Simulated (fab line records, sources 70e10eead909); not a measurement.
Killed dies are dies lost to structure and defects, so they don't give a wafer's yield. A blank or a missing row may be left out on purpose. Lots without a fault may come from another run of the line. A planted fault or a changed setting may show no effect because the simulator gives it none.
Which tool did it? | flow nand_harc | 24 lots, 72 wafers sampled, at 5 steps of a route of 1302

WHAT THE GAUGES READ, wafer by wafer
NHARC_P_M2_INSPECT_27. Usual: raw_defect_count 322, standard deviation 130.
lot  | measured     | on                | raw_defect_count | flag
L074 | day 6 17:58  | defect_inspect-02 | 379 187 302      |
L075 | day 7 01:23  | defect_inspect-02 | 241 147 229      |
L076 | day 7 05:16  | defect_inspect-02 | 430 353 348      |
L077 | day 7 23:19  | defect_inspect-01 | 334 299 413      |
L078 | day 8 13:46  | defect_inspect-01 | 251 189 130      |
L079 | day 8 14:23  | defect_inspect-01 | 276 259 227      |
L080 | day 9 01:30  | defect_inspect-02 | 236 248 485      |
L081 | day 9 11:26  | defect_inspect-01 | 273 249 391      |
L082 | day 9 17:05  | defect_inspect-02 | 214 332 419      |
L083 | day 10 11:54 | defect_inspect-01 | 408 437 361      |
L084 | day 10 16:53 | defect_inspect-01 | 526 383 391      |
L085 | day 11 03:16 | defect_inspect-01 | 433 368 424      |
L086 | day 11 06:55 | defect_inspect-01 | 189 220 138      |
L087 | day 11 21:34 | defect_inspect-02 | 326 269 393      |
L088 | day 12 14:11 | defect_inspect-01 | 294 310 188      |
L089 | day 12 15:26 | defect_inspect-02 | 181 195 196      |
L090 | day 13 07:32 | defect_inspect-01 | 207 174 210      |
L091 | day 13 13:48 | defect_inspect-02 | 182 208 354      |
L092 | day 14 06:54 | defect_inspect-01 | 354 305 268      |
L093 | day 14 13:19 | defect_inspect-02 | 560 535 255      |
L094 | day 14 20:42 | defect_inspect-02 | 205 204 254      |
L095 | day 15 10:40 | defect_inspect-02 | 164 135 228      |
L096 | day 15 19:45 | defect_inspect-02 | 474 294 434      |
L097 | day 16 05:59 | defect_inspect-01 | 270 300 159      |

NHARC_P_BONDPAD_CD_MEAS_13. Usual: cd_nm 499.7 nm, standard deviation 1.5.
lot  | measured     | on        | cd_nm (nm)        | flag
L074 | day 6 20:16  | cd_sem-03 | 501.1 502.0 501.0 |
L075 | day 7 03:42  | cd_sem-03 | 497.1 500.8 496.4 |
L076 | day 7 07:36  | cd_sem-01 | 501.0 498.6 500.8 |
L077 | day 8 01:39  | cd_sem-03 | 497.7 499.5 497.7 |
L078 | day 8 16:04  | cd_sem-03 | 501.5 500.7 502.1 |
L079 | day 8 16:35  | cd_sem-01 | 500.5 501.5 501.1 |
L080 | day 9 03:49  | cd_sem-01 | 497.3 499.1 500.4 |
L081 | day 9 13:44  | cd_sem-02 | 501.5 500.1 498.7 |
L082 | day 9 19:16  | cd_sem-01 | 501.7 498.2 499.2 |
L083 | day 10 14:23 | cd_sem-02 | 500.7 500.5 501.4 |
L084 | day 10 19:12 | cd_sem-01 | 503.6 500.0 500.6 |
L085 | day 11 05:34 | cd_sem-02 | 501.5 500.2 501.1 |
L086 | day 11 09:14 | cd_sem-02 | 499.5 498.9 501.3 |
L087 | day 11 23:43 | cd_sem-02 | 501.1 499.0 498.9 |
L088 | day 12 16:41 | cd_sem-03 | 499.2 496.3 497.3 |
L089 | day 12 17:53 | cd_sem-03 | 501.3 500.1 501.3 |
L090 | day 13 09:50 | cd_sem-03 | 497.8 499.2 498.5 |
L091 | day 13 15:58 | cd_sem-01 | 500.4 500.0 500.6 |
L092 | day 14 10:12 | cd_sem-02 | 497.3 498.5 497.5 |
L093 | day 14 15:50 | cd_sem-01 | 499.5 499.2 497.3 |
L094 | day 14 23:02 | cd_sem-03 | 501.1 500.4 499.0 |
L095 | day 15 13:00 | cd_sem-02 | 500.7 498.4 499.9 |
L096 | day 15 21:57 | cd_sem-01 | 501.1 502.0 500.9 |
L097 | day 16 08:11 | cd_sem-01 | 497.1 497.1 496.7 |

NHARC_P_BONDPAD_INSPECT_23. Usual: raw_defect_count 352, standard deviation 110.
lot  | measured     | on                | raw_defect_count | flag
L074 | day 6 22:35  | defect_inspect-02 | 311 322 311      |
L075 | day 7 06:01  | defect_inspect-02 | 375 383 273      |
L076 | day 7 09:51  | defect_inspect-02 | 394 574 464      |
L077 | day 8 03:55  | defect_inspect-02 | 347 292 286      |
L078 | day 8 18:20  | defect_inspect-01 | 204 446 198      |
L079 | day 8 19:10  | defect_inspect-01 | 387 486 377      |
L080 | day 9 06:05  | defect_inspect-02 | 544 429 243      |
L081 | day 9 15:59  | defect_inspect-01 | 188 292 284      |
L082 | day 9 21:31  | defect_inspect-01 | 490 661 300      |
L083 | day 10 16:38 | defect_inspect-01 | 226 311 280      |
L084 | day 10 21:26 | defect_inspect-02 | 375 256 227      |
L085 | day 11 07:51 | defect_inspect-01 | 368 612 303      |
L086 | day 11 11:29 | defect_inspect-02 | 339 223 380      |
L087 | day 12 02:01 | defect_inspect-01 | 474 442 521      |
L088 | day 12 18:56 | defect_inspect-02 | 241 669 366      |
L089 | day 12 20:08 | defect_inspect-02 | 193 172 204      |
L090 | day 13 12:04 | defect_inspect-01 | 475 305 386      |
L091 | day 13 18:13 | defect_inspect-02 | 478 276 210      |
L092 | day 14 12:34 | defect_inspect-01 | 336 307 203      |
L093 | day 14 18:06 | defect_inspect-02 | 249 282 211      |
L094 | day 15 01:21 | defect_inspect-01 | 550 421 417      |
L095 | day 15 15:15 | defect_inspect-01 | 280 386 386      |
L096 | day 16 00:10 | defect_inspect-01 | 464 295 385      |
L097 | day 16 10:26 | defect_inspect-02 | 373 410 277      |

NHARC_A_CHANNEL_HOLE_D1_INSPECT_40. Usual: raw_defect_count 76, standard deviation 27.
lot  | measured     | on                | raw_defect_count | flag
L074 | day 9 00:53  | defect_inspect-01 | 59 41 58         |
L075 | day 9 10:19  | defect_inspect-01 | 36 35 36         |
L076 | day 9 12:26  | defect_inspect-01 | 87 118 96        |
L077 | day 10 03:05 | defect_inspect-01 | 97 97 106        |
L078 | day 10 22:43 | defect_inspect-01 | 98 103 109       |
L079 | day 10 22:30 | defect_inspect-01 | 39 45 42         |
L080 | day 11 08:59 | defect_inspect-01 | 114 100 93       |
L081 | day 11 15:20 | defect_inspect-02 | 74 41 45         |
L082 | day 12 06:01 | defect_inspect-02 | 106 88 78        |
L083 | day 12 14:56 | defect_inspect-01 | 73 53 65         |
L084 | day 13 00:21 | defect_inspect-01 | 104 101 83       |
L085 | day 13 11:37 | defect_inspect-01 | 69 93 101        |
L086 | day 13 08:35 | defect_inspect-02 | 65 49 63         |
L087 | day 14 06:47 | defect_inspect-02 | 136 87 88        |
L088 | day 14 21:07 | defect_inspect-01 | 65 49 50         |
L089 | day 14 22:21 | defect_inspect-02 | 91 73 108        |
L090 | day 15 14:17 | defect_inspect-01 | 92 106 100       |
L091 | day 15 23:20 | defect_inspect-01 | 86 81 105        |
L092 | day 16 17:47 | defect_inspect-02 | 51 52 65         |
L093 | day 16 17:09 | defect_inspect-02 | 113 105 104      |
L094 | day 17 07:59 | defect_inspect-01 | 31 45 46         |
L095 | day 17 20:07 | defect_inspect-02 | 60 57 53         |
L096 | day 18 04:49 | defect_inspect-02 | 37 52 41         |
L097 | day 18 10:10 | defect_inspect-02 | 91 96 76         |

WHICH TOOL RAN EACH LOT (tool, then ch and the chambers of the sampled wafers, then the start)
lot  | NHARC_P_M2_DEGAS_29
L074 | pvd_sputter-02, day 6 16:24
L075 | pvd_sputter-02, day 6 23:50
L076 | pvd_sputter-03, day 7 03:43
L077 | pvd_sputter-01, day 7 21:41
L078 | pvd_sputter-02, day 8 12:13
L079 | pvd_sputter-01, day 8 12:49
L080 | pvd_sputter-01, day 8 23:55
L081 | pvd_sputter-03, day 9 09:52
L082 | pvd_sputter-01, day 9 15:27
L083 | pvd_sputter-02, day 10 10:20
L084 | pvd_sputter-03, day 10 15:19
L085 | pvd_sputter-03, day 11 01:42
L086 | pvd_sputter-02, day 11 05:22
L087 | pvd_sputter-03, day 11 19:58
L088 | pvd_sputter-03, day 12 12:38
L089 | pvd_sputter-02, day 12 13:54
L090 | pvd_sputter-03, day 13 05:58
L091 | pvd_sputter-01, day 13 12:16
L092 | pvd_sputter-01, day 14 05:21
L093 | pvd_sputter-02, day 14 11:44
L094 | pvd_sputter-02, day 14 19:08
L095 | pvd_sputter-01, day 15 09:08
L096 | pvd_sputter-01, day 15 18:12
L097 | pvd_sputter-03, day 16 04:26
- NHARC_P_M2_DEGAS_29: time 60 s.

WHAT THE TOOLS THEMSELVES READ (means of the sampled wafers that have a number; where no wafer has one, the mark that the record gives instead)
NHARC_P_M2_DEGAS_29. Usual: heater_power_w 326 W, standard deviation 33.
lot  | tool           | heater_power_w (W) | flag
L074 | pvd_sputter-02 | 305                |
L075 | pvd_sputter-02 | 311                |
L076 | pvd_sputter-03 | 337                |
L077 | pvd_sputter-01 | 329                |
L078 | pvd_sputter-02 | 311                |
L079 | pvd_sputter-01 | 345                |
L080 | pvd_sputter-01 | 330                |
L081 | pvd_sputter-03 | 365                |
L082 | pvd_sputter-01 | 310                |
L083 | pvd_sputter-02 | 293                |
L084 | pvd_sputter-03 | 337                |
L085 | pvd_sputter-03 | 349                |
L086 | pvd_sputter-02 | 303                |
L087 | pvd_sputter-03 | 354                |
L088 | pvd_sputter-03 | 323                |
L089 | pvd_sputter-02 | 323                |
L090 | pvd_sputter-03 | 375                |
L091 | pvd_sputter-01 | 320                |
L092 | pvd_sputter-01 | 344                |
L093 | pvd_sputter-02 | 308                |
L094 | pvd_sputter-02 | 304                |
L095 | pvd_sputter-01 | 320                |
L096 | pvd_sputter-01 | 331                |
L097 | pvd_sputter-03 | 333                |

THE ANSWER, worked out from the rows above alone
Rule: a lot is off if the mean of its wafers that have a number lies more than 3 standard deviations from the usual mean. A lot without any number at a reading at which 4 lots or more have one is off too. The other lots that the step has rows for count as sound. The gauges are gone through in route order, then the tools' own readings, and for those a lot's mean is taken as printed above. The first step at which some lot is off is used, and at that step the reading that is off furthest; a lot without a number counts as furthest.
No lot is off at any reading shown: from this, nothing can be told.

WHAT THE SIMULATOR HAD PUT IN
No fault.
